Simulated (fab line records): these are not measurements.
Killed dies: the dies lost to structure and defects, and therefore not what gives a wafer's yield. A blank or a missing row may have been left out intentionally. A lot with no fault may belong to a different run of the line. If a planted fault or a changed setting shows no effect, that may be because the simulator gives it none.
fab line records	flow nand-harc
record lots=24	wafers=72	last-day=33
route steps=1302 shown A_STAIRCASE@809 A_SGD_CUT@902
lots with no fault: from the same line, run without faults
start-h: hours from the record's first day to the start of the lot's first wafer shown	wait-h: how many hours have passed since the lot's step before this one	" unchanged from the row above	L1.1+2: a single row standing in for several wafers	- value missing, or start not given	* or withheld: withheld	< > ~ a bound
route shown NAME@n: NAME is a module with steps in the file, n the number in the route of the first one	usual: mean/standard deviation of fault-free wafers	same: alike in all rows	chamber/n: place in a boat	sites: each site's reading	_std_site: their standard deviation	_edge_site: outer sites' mean less inner sites'	radius-mm: how far each site lies from the wafer's centre	mask NAME#n: copy n	behind: tool/chamber where the wafer was last shaped	hold: what put the lot on hold/how long, in hours/how the hold closed	device: the transistor (n, p or np) that didn't switch	end of line: tests of these same wafers at the route's end	a step given without rows: its recipe and nothing more	killed: at the first sort, the dies lost to defects and structure; wafer yield is something else	map: a wafer's dies, marking killed ones x, the rest . and places with no die _
set.NAME: the setting the step ran with; set.NAME@STEP: the setting that earlier step ran with	model.NAME: the simulator's own value behind a step, which no gauge read
a sample of lots followed through the steps of the route, with each step as a table and each wafer as a row
services: from which hour (start-h, from the record's first day; less than 0 if before it) a tool's chamber was out of use, for how many hours, and why
## steps
# step NHARC_A_STAIRCASE_HM_OPEN_460
# recipe o2-flow-sccm=400	cos-flow-sccm=20	ar-flow-sccm=0	rf-w=500	bias-w=300	chemistry=O2/COS
# usual drypump-motor-current-A=5.8/0.38	oes-product-au=1.001/0.007	rf-vpp-V=467/3.9	showerhead-plenum-p-Torr=3.11/0.18	throttle-valve-pct=28.329/0.01
lot.wafer	tool	chamber	start-h	wait-h	drypump-motor-current-A	oes-product-au	rf-hours-counter-h	rf-vpp-V	showerhead-plenum-p-Torr	throttle-valve-pct
L075.2	rie-diel-04	0	-	-	5.9	0.979	2	472	3.37	28.324
L075.3	"	1	"	"	6.0	1.000	2	467	3.11	28.324
L075.1	"	2	"	"	5.6	0.998	2	463	2.96	28.334
L074.4	rie-diel-03	0	-	-	5.2	1.006	34	465	3.02	28.311
L074.3	"	2	"	"	5.0	1.003	29	472	3.31	28.342
L074.5	"	0	"	"	5.2	1.014	-	465	3.02	28.311
L077.3	rie-diel-05	1	-	-	5.4	1.002	58	467	3.18	28.332
L077.5	"	1	"	"	5.4	1.005	-	468	3.18	28.320
L077.6	"	2	"	"	6.1	1.003	-	465	2.91	28.332
L076.3	rie-diel-03	0	-	-	5.2	1.004	36	465	3.02	28.338
L076.1	"	1	"	"	5.9	1.000	39	464	2.98	28.326
L076.5	"	3	"	"	6.1	1.022	-	463	2.90	28.332
L078.1	rie-diel-04	3	-	-	6.1	1.003	19	463	2.93	28.357
L078.2	"	0	"	"	5.9	1.001	18	472	3.36	28.333
L078.5	"	2	"	"	5.6	0.999	-	463	2.95	28.316
L079.3	rie-diel-04	1	-	-	6.0	0.992	16	465	3.10	28.334
L079.1	"	2	"	"	5.6	0.995	17	463	2.95	28.329
L079.6	"	3	"	"	6.1	1.003	-	463	2.92	28.355
L080.3	rie-diel-04	2	-	-	5.5	0.999	19	464	2.95	28.318
L080.6	"	3	"	"	6.1	0.991	-	462	2.92	28.325
L080.5	"	0	"	"	5.9	0.992	-	472	3.36	28.331
L082.3	rie-diel-04	2	-	-	5.6	0.993	29	462	2.94	28.313
L082.2	"	3	"	"	6.1	1.002	33	463	2.92	28.335
L082.4	"	0	"	"	6.0	1.008	31	473	3.36	28.329
L081.1	rie-diel-05	1	-	-	5.4	1.014	11	469	3.18	28.327
L081.4	"	2	"	"	6.1	0.998	14	462	2.90	28.342
L081.6	"	0	"	"	6.3	0.999	-	472	3.36	28.326
L083.2	rie-diel-03	3	-	-	6.1	1.007	3	473	3.37	28.310
L083.1	"	2	"	"	5.0	1.006	3	471	3.30	28.318
L083.6	"	3	"	"	6.1	1.001	-	471	3.37	28.333
L084.4	rie-diel-04	1	-	-	6.0	1.004	39	467	3.09	28.339
L084.2	"	3	"	"	6.1	0.993	42	462	2.92	28.322
L084.1	"	0	"	"	5.9	0.997	43	472	3.35	28.317
L085.2	rie-diel-04	3	-	-	6.1	0.991	43	464	2.91	28.332
L085.4	"	1	"	"	6.0	1.003	41	465	3.09	28.336
L085.6	"	3	"	"	6.1	0.995	-	462	2.91	28.337
L086.2	rie-diel-05	1	-	-	5.4	1.005	21	468	3.17	28.339
L086.1	"	3	"	"	5.2	1.001	28	471	3.30	28.347
L086.6	"	0	"	"	6.3	0.994	-	473	3.36	28.320
L087.1	rie-diel-04	1	-	-	6.0	1.003	43	467	3.09	28.335
L087.2	"	3	"	"	6.1	0.995	46	463	2.91	28.309
L087.5	"	0	"	"	5.9	1.009	-	474	3.35	28.329
L088.3	rie-diel-04	1	-	-	6.0	1.006	50	467	3.08	28.328
L088.4	"	3	"	"	6.1	1.002	51	464	2.91	28.339
L088.5	"	1	"	"	6.0	1.008	-	466	3.08	28.337
L089.4	rie-diel-04	1	-	-	6.0	0.993	52	467	3.08	28.343
L089.1	"	3	"	"	6.1	1.000	54	462	2.91	28.317
L089.5	"	0	"	"	5.9	0.996	-	472	3.34	28.338
L090.1	rie-diel-03	0	-	-	5.2	1.005	28	464	2.99	28.325
L090.2	"	2	"	"	5.0	1.008	22	471	3.29	28.338
L090.5	"	1	"	"	5.9	0.995	-	462	2.95	28.322
L091.1	rie-diel-03	0	-	-	5.2	0.998	32	464	2.99	28.321
L091.6	"	0	"	"	5.2	0.994	-	464	2.99	28.346
L091.5	"	1	"	"	5.9	0.986	-	463	2.95	28.323
L093.2	rie-diel-03	0	-	-	5.2	0.994	33	464	2.99	28.327
L093.5	"	3	"	"	6.1	1.003	-	471	3.36	28.329
L093.6	"	0	"	"	5.2	1.014	-	464	2.99	28.344
L092.2	rie-diel-03	1	-	-	5.8	0.997	30	465	2.95	28.339
L092.1	"	2	"	"	5.0	1.006	27	469	3.28	28.324
L092.5	"	0	"	"	5.2	0.985	-	465	2.99	28.323
L094.2	rie-diel-05	1	-	-	5.4	1.005	54	469	3.15	28.333
L094.1	"	0	"	"	6.3	0.993	57	473	3.34	28.330
L094.6	"	1	"	"	5.4	1.002	-	468	3.15	28.327
L095.2	rie-diel-04	1	-	-	6.0	0.996	17	466	3.07	28.343
L095.3	"	0	"	"	6.0	0.995	13	472	3.34	28.334
L095.6	"	2	"	"	5.6	0.996	-	464	2.92	28.324
L096.4	rie-diel-05	2	-	-	6.1	1.003	3	473	3.37	28.331
L096.1	"	3	"	"	5.2	1.013	3	471	3.28	28.333
L096.3	"	1	"	"	5.4	1.003	4	468	3.15	28.325
L097.3	rie-diel-04	2	-	-	5.6	1.006	20	463	2.92	28.317
L097.1	"	3	"	"	6.1	1.001	24	461	2.90	28.322
L097.6	"	1	"	"	6.0	1.007	-	466	3.07	28.324
# step NHARC_A_STAIRCASE_HM_OPEN_463
# recipe o2-flow-sccm=400	cos-flow-sccm=20	ar-flow-sccm=0	rf-w=500	bias-w=300	chemistry=O2/COS
# usual drypump-motor-current-A=5.7/0.42	oes-product-au=1.001/0.0068	rf-vpp-V=467/3.9	showerhead-plenum-p-Torr=3.11/0.18	throttle-valve-pct=28.329/0.01
lot.wafer	tool	chamber	start-h	wait-h	drypump-motor-current-A	oes-product-au	rf-hours-counter-h	rf-vpp-V	showerhead-plenum-p-Torr	throttle-valve-pct
L075.1	rie-diel-05	3	-	-	5.2	1.012	53	471	3.32	28.335
L075.3	"	0	"	"	6.3	0.994	56	462	2.91	28.330
L075.2	"	1	"	"	5.4	0.997	53	468	3.18	28.330
L074.4	rie-diel-05	3	-	-	5.2	1.008	58	471	3.32	28.317
L074.3	"	0	"	"	6.3	1.001	61	463	2.91	28.345
L074.5	"	0	"	"	6.3	1.004	-	464	2.91	28.329
L077.3	rie-diel-03	3	-	-	6.1	1.008	41	463	2.90	28.324
L077.5	"	3	"	"	6.1	1.010	-	462	2.90	28.343
L077.6	"	0	"	"	5.2	1.005	-	466	3.02	28.339
L076.1	rie-diel-04	2	-	-	5.6	0.992	12	463	2.95	28.326
L076.3	"	3	"	"	6.1	0.999	14	463	2.93	28.325
L076.5	"	1	"	"	5.9	0.995	-	466	3.10	28.322
L078.2	rie-diel-04	1	-	-	6.0	1.002	18	466	3.10	28.336
L078.1	"	3	"	"	6.1	1.002	21	463	2.93	28.325
L078.5	"	0	"	"	5.9	1.002	-	472	3.36	28.343
L079.1	rie-diel-04	3	-	-	6.1	1.006	22	462	2.92	28.302
L079.3	"	2	"	"	5.6	0.993	19	464	2.95	28.312
L079.6	"	3	"	"	6.1	1.001	-	462	2.92	28.330
L080.3	rie-diel-03	2	-	-	5.0	1.003	43	470	3.30	28.328
L080.6	"	1	"	"	5.9	1.000	-	463	2.97	28.322
L080.5	"	2	"	"	5.0	0.999	-	473	3.30	28.320
L082.3	rie-diel-05	0	-	-	6.3	1.000	16	472	3.36	28.329
L082.4	"	1	"	"	5.4	1.004	12	468	3.18	28.323
L082.2	"	2	"	"	6.2	0.994	15	462	2.90	28.315
L081.1	rie-diel-04	3	-	-	6.1	0.999	36	464	2.92	28.340
L081.4	"	0	"	"	6.0	1.001	35	472	3.35	28.320
L081.6	"	1	"	"	6.0	1.002	-	468	3.09	28.339
L083.2	rie-diel-04	1	-	-	6.0	0.997	39	465	3.09	28.315
L083.1	"	3	"	"	6.1	0.997	43	463	2.92	28.322
L083.6	"	0	"	"	6.0	0.994	-	472	3.35	28.344
L084.1	rie-diel-03	3	-	-	6.1	1.011	9	471	3.37	28.328
L084.4	"	1	"	"	5.9	1.001	6	465	2.96	28.341
L084.2	"	2	"	"	5.0	1.004	7	471	3.29	28.321
L085.4	rie-diel-05	1	-	-	5.4	0.999	22	469	3.17	28.333
L085.2	"	3	"	"	5.2	0.996	29	471	3.30	28.341
L085.6	"	2	"	"	6.1	0.987	-	461	2.90	28.307
L086.1	rie-diel-04	0	-	-	6.0	0.998	46	472	3.35	28.330
L086.2	"	1	"	"	6.0	1.003	42	466	3.09	28.322
L086.6	"	2	"	"	5.6	0.998	-	464	2.94	28.325
L087.2	rie-diel-04	1	-	-	6.0	1.010	44	466	3.09	28.333
L087.1	"	3	"	"	6.1	1.005	47	463	2.91	28.342
L087.5	"	1	"	"	6.0	1.011	-	467	3.09	28.313
L088.3	rie-diel-03	0	-	-	5.2	0.998	21	464	3.00	28.334
L088.4	"	1	"	"	5.9	0.998	17	463	2.96	28.315
L088.5	"	0	"	"	5.2	1.000	-	463	3.00	28.321
L089.1	rie-diel-04	2	-	-	5.6	0.988	53	464	2.93	28.316
L089.4	"	0	"	"	6.0	0.989	57	472	3.34	28.345
L089.5	"	2	"	"	5.6	1.004	-	464	2.93	28.330
L090.1	rie-diel-03	0	-	-	5.2	1.011	31	466	2.99	28.311
L090.2	"	1	"	"	5.9	1.003	27	464	2.95	28.323
L090.5	"	0	"	"	5.2	1.006	-	465	2.99	28.340
L091.1	rie-diel-03	1	-	-	5.9	0.998	28	464	2.95	28.326
L091.6	"	1	"	"	5.9	0.997	-	464	2.95	28.325
L091.5	"	2	"	"	5.0	1.002	-	472	3.28	28.328
L093.2	rie-diel-03	0	-	-	5.2	0.994	36	464	2.99	28.317
L093.6	"	3	"	"	6.1	1.015	-	474	3.36	28.317
L093.5	"	0	"	"	5.2	0.998	-	463	2.99	28.341
L092.2	rie-diel-05	3	-	-	5.1	1.012	53	470	3.29	28.337
L092.1	"	0	"	"	6.3	0.996	51	472	3.35	28.332
L092.5	"	0	"	"	6.3	1.002	-	472	3.35	28.336
L094.2	rie-diel-03	0	-	-	5.2	1.002	42	466	2.99	28.327
L094.1	"	2	"	"	5.0	1.010	37	469	3.28	28.331
L094.6	"	1	"	"	5.9	1.005	-	463	2.95	28.340
L095.2	rie-diel-03	2	-	-	5.0	1.013	38	470	3.28	28.346
L095.3	"	0	"	"	5.2	0.991	43	465	2.99	28.330
L095.6	"	2	"	"	5.0	0.987	-	469	3.28	28.329
L096.4	rie-diel-03	0	-	-	5.2	0.993	50	464	2.98	28.333
L096.1	"	1	"	"	5.9	0.994	45	462	2.94	28.327
L096.3	"	2	"	"	5.0	1.002	43	471	3.28	28.332
L097.3	rie-diel-03	1	-	-	5.9	1.000	46	464	2.94	28.352
L097.1	"	3	"	"	6.1	1.009	49	471	3.35	28.323
L097.6	"	0	"	"	5.1	0.996	-	466	2.98	28.326
# step NHARC_A_STAIRCASE_ETCH_453
# recipe target-depth-a=300	overetch-a=30	time-s=16.5	ion-energy-ev=100	cf4-flow-sccm=80	o2-flow-sccm=20	ar-flow-sccm=0	rf-w=300	bias-w=100	chemistry=CF4/O2
# usual drypump-motor-current-A=5.7/0.42	oes-product-au=1.001/0.0069	rf-vpp-V=197.6/1.7	showerhead-plenum-p-Torr=1.33/0.08	throttle-valve-pct=13.398/0.0087
lot.wafer	tool	chamber	start-h	wait-h	drypump-motor-current-A	oes-product-au	rf-hours-counter-h	rf-vpp-V	showerhead-plenum-p-Torr	throttle-valve-pct
L075.2	rie-diel-05	0	-	-	6.3	0.999	56	195.5	1.24	13.397
L075.1	"	2	"	"	6.1	1.001	57	196.9	1.24	13.401
L075.3	"	3	"	"	5.2	1.002	53	199.7	1.42	13.401
L074.4	rie-diel-05	0	-	-	6.3	0.984	61	196.2	1.24	13.399
L074.3	"	1	"	"	5.4	0.999	59	199.3	1.36	13.412
L074.5	"	0	"	"	6.3	1.002	-	196.2	1.24	13.399
L077.3	rie-diel-03	2	-	-	5.0	1.010	31	199.8	1.42	13.407
L077.6	"	1	"	"	5.9	0.997	-	196.8	1.27	13.396
L077.5	"	2	"	"	5.0	1.009	-	200.9	1.42	13.395
L076.1	rie-diel-04	3	-	-	6.1	0.993	14	196.1	1.25	13.397
L076.3	"	2	"	"	5.6	0.993	12	196.4	1.26	13.398
L076.5	"	3	"	"	6.1	1.002	-	197.0	1.25	13.402
L078.2	rie-diel-04	2	-	-	5.6	0.996	18	196.7	1.26	13.395
L078.1	"	1	"	"	6.0	1.001	18	197.3	1.32	13.395
L078.5	"	2	"	"	5.6	0.991	-	195.6	1.26	13.394
L079.3	rie-diel-04	0	-	-	5.9	1.001	23	200.4	1.44	13.408
L079.1	"	1	"	"	5.9	0.989	21	196.8	1.32	13.400
L079.6	"	3	"	"	6.1	1.002	-	196.8	1.25	13.388
L080.3	rie-diel-03	0	-	-	5.2	1.012	51	197.8	1.29	13.401
L080.5	"	1	"	"	5.9	0.994	-	195.8	1.27	13.390
L080.6	"	2	"	"	5.0	0.998	-	199.0	1.41	13.413
L082.4	rie-diel-05	3	-	-	5.2	0.982	17	199.2	1.42	13.400
L082.2	"	0	"	"	6.3	0.990	16	199.8	1.44	13.399
L082.3	"	1	"	"	5.4	0.991	12	198.1	1.36	13.381
L081.1	rie-diel-04	0	-	-	5.9	0.992	35	199.4	1.44	13.398
L081.4	"	1	"	"	5.9	0.992	31	198.6	1.32	13.401
L081.6	"	0	"	"	5.9	0.995	-	198.6	1.44	13.401
L083.1	rie-diel-04	2	-	-	5.6	1.006	38	194.9	1.25	13.393
L083.2	"	0	"	"	5.9	1.006	44	200.4	1.44	13.386
L083.6	"	1	"	"	6.0	1.008	-	198.7	1.32	13.407
L084.4	rie-diel-03	3	-	-	6.1	1.006	10	197.3	1.44	13.391
L084.1	"	0	"	"	5.2	1.014	9	197.8	1.28	13.396
L084.2	"	1	"	"	5.9	1.002	6	196.1	1.26	13.383
L085.4	rie-diel-05	3	-	-	5.2	1.000	29	199.8	1.41	13.390
L085.2	"	0	"	"	6.3	0.988	25	200.2	1.44	13.403
L085.6	"	3	"	"	5.2	1.000	-	199.9	1.41	13.397
L086.1	rie-diel-04	0	-	-	5.9	1.012	46	200.0	1.44	13.410
L086.2	"	2	"	"	5.6	1.003	41	196.3	1.25	13.388
L086.6	"	3	"	"	6.1	1.011	-	195.0	1.24	13.389
L087.1	rie-diel-04	2	-	-	5.6	1.008	43	196.4	1.25	13.403
L087.2	"	1	"	"	6.0	1.007	44	197.8	1.32	13.392
L087.5	"	2	"	"	5.6	1.007	-	194.9	1.25	13.405
L088.4	rie-diel-03	3	-	-	6.1	1.012	20	200.1	1.44	13.395
L088.3	"	0	"	"	5.2	1.005	21	197.6	1.28	13.388
L088.5	"	2	"	"	5.0	1.006	-	199.3	1.41	13.384
L089.1	rie-diel-04	0	-	-	5.9	0.993	57	199.4	1.43	13.388
L089.4	"	3	"	"	6.1	1.004	56	197.8	1.24	13.407
L089.5	"	1	"	"	6.0	1.006	-	197.4	1.32	13.400
L090.1	rie-diel-03	1	-	-	5.9	0.999	27	196.5	1.26	13.412
L090.2	"	3	"	"	6.1	0.991	29	200.5	1.44	13.394
L090.5	"	0	"	"	5.1	0.996	-	195.1	1.28	13.406
L091.1	rie-diel-03	0	-	-	5.2	0.992	33	196.1	1.28	13.386
L091.6	"	1	"	"	5.8	1.005	-	196.3	1.26	13.385
L091.5	"	2	"	"	5.0	0.987	-	199.7	1.41	13.412
L093.2	rie-diel-03	2	-	-	5.0	1.005	28	199.3	1.41	13.389
L093.5	"	3	"	"	6.1	1.013	-	202.1	1.44	13.391
L093.6	"	0	"	"	5.2	0.997	-	195.8	1.28	13.400
L092.2	rie-diel-05	3	-	-	5.2	1.004	54	199.2	1.41	13.405
L092.1	"	0	"	"	6.3	0.995	51	199.0	1.43	13.391
L092.5	"	2	"	"	6.1	1.002	-	196.2	1.23	13.382
L094.2	rie-diel-03	2	-	-	5.0	0.999	37	199.3	1.40	13.392
L094.1	"	3	"	"	6.1	1.005	39	199.5	1.44	13.394
L094.6	"	1	"	"	5.9	1.003	-	196.4	1.26	13.395
L095.2	rie-diel-03	0	-	-	5.2	1.008	43	196.5	1.27	13.395
L095.3	"	2	"	"	5.0	1.010	38	199.4	1.40	13.414
L095.6	"	1	"	"	5.9	1.002	-	195.9	1.26	13.391
L096.1	rie-diel-03	0	-	-	5.2	1.001	50	196.3	1.27	13.410
L096.4	"	2	"	"	5.0	0.999	43	199.2	1.40	13.395
L096.3	"	3	"	"	6.1	0.996	47	198.1	1.44	13.411
L097.3	rie-diel-03	3	-	-	6.1	1.008	49	200.2	1.43	13.392
L097.1	"	0	"	"	5.2	0.997	51	196.1	1.27	13.414
L097.6	"	2	"	"	5.0	1.016	-	198.2	1.40	13.403
# step NHARC_A_STAIRCASE_DEP_417
# recipe target-thk-a=600	step-coverage-pct=20	temp-c=400	target-thk-nm=60	flow-sccm=200	rf-w=450	material=Si3N4
# usual heater-power-w=721/96
lot.wafer	tool	chamber	start-h	wait-h	heater-power-w
L075.1	pecvd-01	1	365.03	-	814
L075.2	"	2	"	"	683
L075.3	"	0	"	"	653
L074.3	pecvd-02	2	380.62	-	806
L074.5	"	2	"	"	815
L074.4	"	0	"	"	837
L077.3	pecvd-03	1	385.58	-	604
L077.5	"	1	"	"	594
L077.6	"	2	"	"	605
L076.3	pecvd-03	0	385.86	-	633
L076.1	"	1	"	"	733
L076.5	"	2	"	"	524
L078.2	pecvd-03	0	414.71	-	592
L078.1	"	1	"	"	722
L078.5	"	1	"	"	728
L079.3	pecvd-02	1	421.22	-	735
L079.1	"	2	"	"	794
L079.6	"	2	"	"	789
L080.3	pecvd-02	1	421.83	-	781
L080.6	"	0	"	"	762
L080.5	"	2	"	"	891
L082.3	pecvd-02	2	442.64	-	857
L082.2	"	0	"	"	812
L082.4	"	0	"	"	846
L081.1	pecvd-01	0	444.90	-	711
L081.4	"	0	"	"	715
L081.6	"	1	"	"	795
L083.2	pecvd-01	1	461.99	-	695
L083.1	"	2	"	"	729
L083.6	"	0	"	"	721
L084.1	pecvd-02	1	468.34	-	674
L084.2	"	0	"	"	756
L084.4	"	1	"	"	702
L085.2	pecvd-03	0	469.80	-	561
L085.6	"	0	"	"	560
L085.4	"	1	"	"	746
L086.1	pecvd-02	2	473.26	-	752
L086.2	"	0	"	"	859
L086.6	"	0	"	"	841
L087.2	pecvd-03	1	484.10	-	682
L087.1	"	2	"	"	607
L087.5	"	1	"	"	677
L088.3	pecvd-02	2	503.65	-	890
L088.4	"	0	"	"	862
L088.5	"	1	"	"	639
L089.1	pecvd-02	1	509.54	-	697
L089.5	"	0	"	"	787
L089.4	"	2	"	"	817
L090.2	pecvd-03	1	522.10	-	694
L090.1	"	2	"	"	633
L090.5	"	2	"	"	633
L091.1	pecvd-01	0	531.09	-	684
L091.6	"	2	"	"	616
L091.5	"	0	"	"	707
L093.2	pecvd-03	0	545.53	-	718
L093.6	"	2	"	"	599
L093.5	"	1	"	"	657
L092.2	pecvd-01	1	546.88	-	732
L092.1	"	2	"	"	677
L092.5	"	0	"	"	690
L094.2	pecvd-01	0	570.70	-	616
L094.1	"	1	"	"	761
L094.6	"	1	"	"	774
L095.3	pecvd-03	0	573.47	-	630
L095.2	"	1	"	"	689
L095.6	"	2	"	"	619
L096.1	pecvd-02	0	589.82	-	857
L096.3	"	1	"	"	759
L096.4	"	1	"	"	740
L097.3	pecvd-02	2	594.95	-	889
L097.1	"	1	"	"	786
L097.6	"	1	"	"	784
# step NHARC_A_STAIRCASE_DEP_325
# recipe target-thk-a=72000	temp-c=400	target-thk-nm=7200	teos-flow-sccm=200	rf-w=500	material=SiO2
# usual heater-power-w=654/100	mfc-precursor-sccm=199.9/0.64
lot.wafer	tool	chamber	start-h	wait-h	heater-power-w	mfc-precursor-sccm
L075.2	pecvd-01	2	397.76	0.1	667	199.1
L075.1	"	0	"	"	682	200.4
L075.3	"	1	"	"	775	198.8
L077.3	pecvd-01	0	413.57	0.1	637	200.7
L077.6	"	1	"	"	663	200.0
L077.5	"	2	"	"	617	199.2
L076.3	pecvd-03	2	413.57	0.1	546	200.2
L076.1	"	1	"	"	672	198.9
L076.5	"	1	"	"	582	199.7
L074.3	pecvd-02	0	413.67	0.2	881	199.9
L074.5	"	0	"	"	723	200.0
L074.4	"	1	"	"	609	199.8
L078.1	pecvd-01	1	442.56	0.1	711	200.2
L078.2	"	0	"	"	705	200.2
L078.5	"	0	"	"	579	199.9
L080.3	pecvd-01	1	449.86	0.1	797	200.2
L080.5	"	2	"	"	603	199.7
L080.6	"	0	"	"	577	199.9
L079.3	pecvd-02	1	449.95	0.2	628	199.2
L079.1	"	2	"	"	768	200.6
L079.6	"	1	"	"	614	199.7
L082.3	pecvd-02	0	477.85	0.1	895	199.4
L082.2	"	2	"	"	852	200.0
L082.4	"	2	"	"	711	199.7
L081.1	pecvd-03	2	478.12	0.3	580	199.9
L081.6	"	0	"	"	534	199.0
L081.4	"	1	"	"	586	200.9
L084.2	pecvd-03	0	494.96	0.1	591	200.3
L084.1	"	2	"	"	575	201.1
L084.4	"	0	"	"	522	200.1
L083.1	pecvd-01	2	494.96	0.1	585	199.7
L083.2	"	1	"	"	649	200.3
L083.6	"	0	"	"	558	200.7
L085.2	pecvd-02	2	495.44	0.5	833	200.0
L085.4	"	0	"	"	735	200.0
L085.6	"	1	"	"	610	199.8
L086.1	pecvd-03	0	499.31	0.1	630	199.8
L086.2	"	2	"	"	577	200.4
L086.6	"	0	"	"	531	200.1
L087.1	pecvd-01	0	509.20	0.1	561	200.5
L087.2	"	1	"	"	709	200.3
L087.5	"	1	"	"	617	199.6
L088.3	pecvd-02	2	531.21	0.1	879	199.7
L088.5	"	2	"	"	714	200.1
L088.4	"	1	"	"	609	199.4
L089.1	pecvd-03	0	539.29	0.3	611	198.9
L089.5	"	1	"	"	530	199.3
L089.4	"	2	"	"	496	199.8
L090.2	pecvd-01	2	549.92	0.1	696	200.8
L090.1	"	1	"	"	762	199.4
L090.5	"	0	"	"	563	200.3
L091.1	pecvd-02	0	556.50	0.2	880	199.1
L091.5	"	2	"	"	727	199.4
L091.6	"	1	"	"	607	199.8
L092.1	pecvd-03	1	573.75	0.2	644	199.4
L092.2	"	0	"	"	694	200.1
L092.5	"	2	"	"	479	200.0
L093.2	pecvd-01	2	573.80	0.3	555	201.8
L093.5	"	0	"	"	565	201.3
L093.6	"	1	"	"	632	200.1
L095.3	pecvd-02	0	601.93	0.1	925	200.0
L095.2	"	1	"	"	705	199.8
L095.6	"	1	"	"	606	199.9
L094.2	pecvd-01	1	602.02	0.2	765	198.8
L094.1	"	2	"	"	687	200.5
L094.6	"	1	"	"	615	200.1
L096.3	pecvd-02	2	624.38	0.1	912	199.4
L096.1	"	1	"	"	750	200.1
L096.4	"	1	"	"	616	199.9
L097.3	pecvd-03	0	624.89	0.6	577	198.6
L097.1	"	1	"	"	653	199.5
L097.6	"	0	"	"	576	199.3
# step NHARC_A_SGD_CUT_OVL_MEAS_10
# usual overlay-x-nm=0.0/0.83	overlay-y-nm=0.1/0.76
lot.wafer	tool	chamber	start-h	wait-h	overlay-x-nm	overlay-y-nm
L075.1	overlay-01	-	415.52	-	0.0	0.9
L075.2	"	-	"	"	0.2	0.7
L075.3	"	-	"	"	0.3	1.4
L077.3	overlay-02	-	432.55	-	0.1	0.3
L077.5	"	-	"	"	-0.2	0.1
L077.6	"	-	"	"	0.0	0.4
L076.1	overlay-01	-	432.71	-	-1.3	0.3
L076.3	"	-	"	"	-1.2	0.7
L076.5	"	-	"	"	-1.1	-0.1
L074.3	overlay-02	-	432.88	-	0.5	-0.4
L074.4	"	-	"	"	0.7	0.6
L074.5	"	-	"	"	0.1	0.2
L078.1	overlay-01	-	461.28	-	0.6	1.3
L078.2	"	-	"	"	0.4	0.0
L078.5	"	-	"	"	-0.1	0.8
L080.3	overlay-01	-	465.51	-	0.9	-0.7
L080.5	"	-	"	"	1.4	-0.2
L080.6	"	-	"	"	1.3	-1.0
L079.1	overlay-01	-	465.79	-	-0.3	0.8
L079.3	"	-	"	"	-1.3	0.5
L079.6	"	-	"	"	-0.6	0.8
L081.1	overlay-01	-	497.88	-	-0.1	0.6
L081.4	"	-	"	"	-0.5	1.3
L081.6	"	-	"	"	-0.1	0.4
L082.2	overlay-02	-	498.03	-	1.2	0.8
L082.3	"	-	"	"	0.8	1.2
L082.4	"	-	"	"	0.3	1.2
L084.1	overlay-02	-	511.21	-	-0.1	-1.0
L084.2	"	-	"	"	-0.8	-0.1
L084.4	"	-	"	"	-0.1	0.0
L083.1	overlay-01	-	511.37	-	1.7	-0.9
L083.2	"	-	"	"	2.4	-0.9
L083.6	"	-	"	"	1.1	-1.7
L085.2	overlay-01	-	513.67	-	-1.6	1.0
L085.4	"	-	"	"	-1.1	1.0
L085.6	"	-	"	"	-1.3	0.7
L086.1	overlay-01	-	517.76	-	0.4	0.0
L086.2	"	-	"	"	1.4	-0.3
L086.6	"	-	"	"	0.9	-0.1
L087.1	overlay-01	-	526.37	-	0.1	0.0
L087.2	"	-	"	"	0.4	0.4
L087.5	"	-	"	"	0.3	-0.2
L088.3	overlay-02	-	551.31	-	-0.1	-1.8
L088.4	"	-	"	"	-0.3	-1.4
L088.5	"	-	"	"	0.3	-2.1
L089.1	overlay-01	-	555.79	-	0.5	-0.7
L089.4	"	-	"	"	0.6	0.0
L089.5	"	-	"	"	0.8	-0.7
L090.1	overlay-02	-	566.22	-	-0.3	-0.4
L090.2	"	-	"	"	-0.5	-0.5
L090.5	"	-	"	"	-0.7	-0.1
L091.1	overlay-01	-	572.82	-	-0.3	0.0
L091.5	"	-	"	"	0.5	0.3
L091.6	"	-	"	"	0.4	0.0
L092.1	overlay-02	-	590.16	-	0.3	-0.1
L092.2	"	-	"	"	-0.3	-0.2
L092.5	"	-	"	"	-0.5	-0.3
L093.2	overlay-01	-	591.16	-	0.6	0.6
L093.5	"	-	"	"	1.3	0.5
L093.6	"	-	"	"	1.1	0.8
L095.2	overlay-02	-	618.76	-	-0.5	-0.5
L095.3	"	-	"	"	-1.2	-0.3
L095.6	"	-	"	"	-0.9	-0.5
L094.1	overlay-02	-	618.92	-	0.7	1.2
L094.2	"	-	"	"	0.1	0.7
L094.6	"	-	"	"	0.4	0.7
L097.1	overlay-01	-	642.53	-	-0.6	1.1
L097.3	"	-	"	"	-0.5	1.2
L097.6	"	-	"	"	-0.6	1.4
L096.1	overlay-01	-	642.69	-	-1.7	-0.5
L096.3	"	-	"	"	-0.9	-0.2
L096.4	"	-	"	"	-0.7	-0.1
## services
tool	chamber	start-h	hours	kind
pecvd-01	2	330.72	13.1	repair
rie-diel-04	-	331.16	9.0	pm
rie-diel-03	0	334.78	17.2	repair
pecvd-02	2	336.57	6.4	repair
pecvd-03	-	342.17	13.0	pm
pecvd-02	-	342.91	0.6	repair
rie-diel-03	3	351.10	2.8	repair
rie-diel-05	-	355.45	0.1	repair
rie-diel-03	2	383.24	6.9	repair
pecvd-02	-	384.00	13.0	pm
rie-diel-03	-	434.37	9.0	pm
pecvd-03	2	436.05	6.8	repair
rie-diel-05	2	447.62	9.7	repair
pecvd-01	-	455.85	0.7	repair
pecvd-01	-	468.00	13.0	pm
pecvd-01	-	489.16	3.3	repair
pecvd-01	2	503.25	7.6	repair
rie-diel-04	-	508.16	9.0	pm
rie-diel-04	2	520.78	7.4	repair
rie-diel-04	0	541.99	1.3	repair
rie-diel-04	1	553.16	6.0	repair
pecvd-02	-	565.00	13.0	pm
rie-diel-03	3	607.91	3.9	repair
rie-diel-03	-	611.37	9.0	pm
## key
fault none
